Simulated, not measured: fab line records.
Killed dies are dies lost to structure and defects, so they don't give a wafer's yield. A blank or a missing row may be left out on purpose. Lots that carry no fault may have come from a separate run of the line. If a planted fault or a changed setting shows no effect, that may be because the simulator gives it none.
One fault through the eyes of 3 desks :: flow n5_finfet :: numbers are kept per desk, each desk with only its own; the story behind them comes last
Where a reading is given only as a bound, like >300, the bound stands for it, and a mean or a difference that rests on one is marked > or <: the true number lies beyond.

THE TOOL OWNER'S DESK: rie_si-01
The tool's own readings at N5_ZERO_LAYER_ETCH_18 (etches Si in HBr/Cl2, target depth 120 nm, time 40 s): means of the sampled wafers that have a number, for each lot that ran on this tool. Marked OUT: a lot whose mean sits more than 4 standard deviations from the usual mean, which makes it out of limits; the brackets give that distance.
Columns: A = chamber_pressure_mTorr at N5_ZERO_LAYER_ETCH_18, usual 10.000 mTorr; B = drypump_motor_current_A at N5_ZERO_LAYER_ETCH_18, usual 5.8 A; C = mfc_cl2_sccm at N5_ZERO_LAYER_ETCH_18, usual 79.98 sccm; D = oes_product_au at N5_ZERO_LAYER_ETCH_18, usual 0.998 a.u.; E = throttle_valve_pct at N5_ZERO_LAYER_ETCH_18, usual 36.29 %
lot: L221
first seen here: day 1 18:55
A: 9.984
B: 5.4
C: 80.10
D: 1.000
E: 36.21

lot: L224
first seen here: day 2 12:52
A: 10.005
B: 5.6
C: 80.21
D: 0.995
E: 36.02

lot: L236
first seen here: day 5 12:55
A: 9.999
B: 5.5
C: 79.97
D: 0.998
E: 36.21
This desk found nothing out of limits on any of the 3 lots.

METROLOGY DESK
Means of the sampled wafers that have a number, per lot and without regard to the tool the lot ran on: this is what the gauges read. Marked OUT: a lot whose mean sits more than 4 standard deviations from the usual mean, which makes it out of limits; the brackets give that distance. Only the readings that lie furthest out on some lot appear, 7 of the 11 it has.
Columns: A = NWELL_OVL at N5_WELL_APT_OVL_MEAS_09, usual -3 nm; B = DIBL_N at N5_BEOL_M4_RC_MEAS_101, usual 35.7 mV/V; C = DIBL_P at N5_BEOL_M4_RC_MEAS_101, usual 35.7 mV/V; D = ION_P at N5_BEOL_M4_RC_MEAS_101, usual 462 uA/um; E = SS_N at N5_BEOL_M4_RC_MEAS_101, usual 71.3 mV/dec; F = SS_P at N5_BEOL_M4_RC_MEAS_101, usual 73.1 mV/dec; G = VT_N at N5_BEOL_M4_RC_MEAS_101, usual 250 mV
lot: L221
first seen here: day 1 19:50
A: 2
B: 37.1
C: 37.3
D: 469
E: 71.6
F: 73.4
G: 246

lot: L224
first seen here: day 2 13:49
A: -11
B: 36.2
C: 34.0
D: 464
E: 72.1
F: 72.8
G: 249

lot: L225
first seen here: day 2 20:25
A: 2
B: 32.8
C: 32.7
D: 455
E: 71.0
F: 72.3
G: 251

lot: L226
first seen here: day 3 01:43
A: 7
B: 36.3
C: 37.5
D: 471
E: 71.3
F: 73.1
G: 246

lot: L231
first seen here: day 4 07:58
A: -6
B: 35.1
C: 33.9
D: 458
E: 71.1
F: 73.4
G: 248

lot: L236
first seen here: day 5 13:56
A: 5
B: 37.1
C: 36.7
D: 469
E: 72.3
F: 73.3
G: 247

lot: L242
first seen here: day 7 01:36
A: 2
B: 36.7
C: 38.7
D: 462
E: 71.1
F: 73.1
G: 248

lot: L243
first seen here: day 7 07:35
A: -9
B: 36.5
C: 38.2
D: 463
E: 72.1
F: 73.1
G: 247
This desk found nothing out of limits on any of the 8 lots.

THE DEFECT DESK
What the inspections along the route counted, lot by lot: means of the sampled wafers that have a number. Marked OUT: a lot whose mean sits more than 4 standard deviations from the usual mean, which makes it out of limits; the brackets give that distance.
Columns: A = raw_defect_count at N5_ZERO_LAYER_INSPECT_20, usual 37; B = raw_defect_count at N5_WELL_APT_INSPECT_10, usual 1.8
lot: L221
first seen here: day 1 19:23
A: 33
B: 2.3

lot: L224
first seen here: day 2 13:22
A: 47
B: 0.7

lot: L225
first seen here: day 2 19:57
A: 30
B: 2.7

lot: L226
first seen here: day 3 01:23
A: 24
B: 1.3

lot: L231
first seen here: day 4 07:28
A: 32
B: 1.5

lot: L236
first seen here: day 5 13:28
A: 342 (+16) OUT
B: >101 (>+66) OUT

lot: L242
first seen here: day 7 01:16
A: 47
B: 1.5

lot: L243
first seen here: day 7 07:15
A: 69
B: 2.3
This desk's verdict: out of limits on L236, starting with L236 at day 5 13:28 (raw_defect_count at N5_ZERO_LAYER_INSPECT_20). Within limits: L221, L224, L225, L226, L231, L242, L243.

ALL TOGETHER
The defect desk could have raised an alarm at day 5 13:28, on L236.
The tool owner's desk saw nothing out of limits.
Nothing out of limits was seen by the metrology desk.
The tool owner's desk has L236 on record, within its limits.
The metrology desk has L236 on record, within its limits.
Every lot named ran N5_ZERO_LAYER_ETCH_18 on rie_si-01.

WHAT WAS PUT IN BY THE SIMULATOR
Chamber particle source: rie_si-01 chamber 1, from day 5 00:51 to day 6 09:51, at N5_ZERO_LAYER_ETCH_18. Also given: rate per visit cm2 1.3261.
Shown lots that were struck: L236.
Hours from the fault's start to each desk's first reading out of limits: the defect desk, 13.
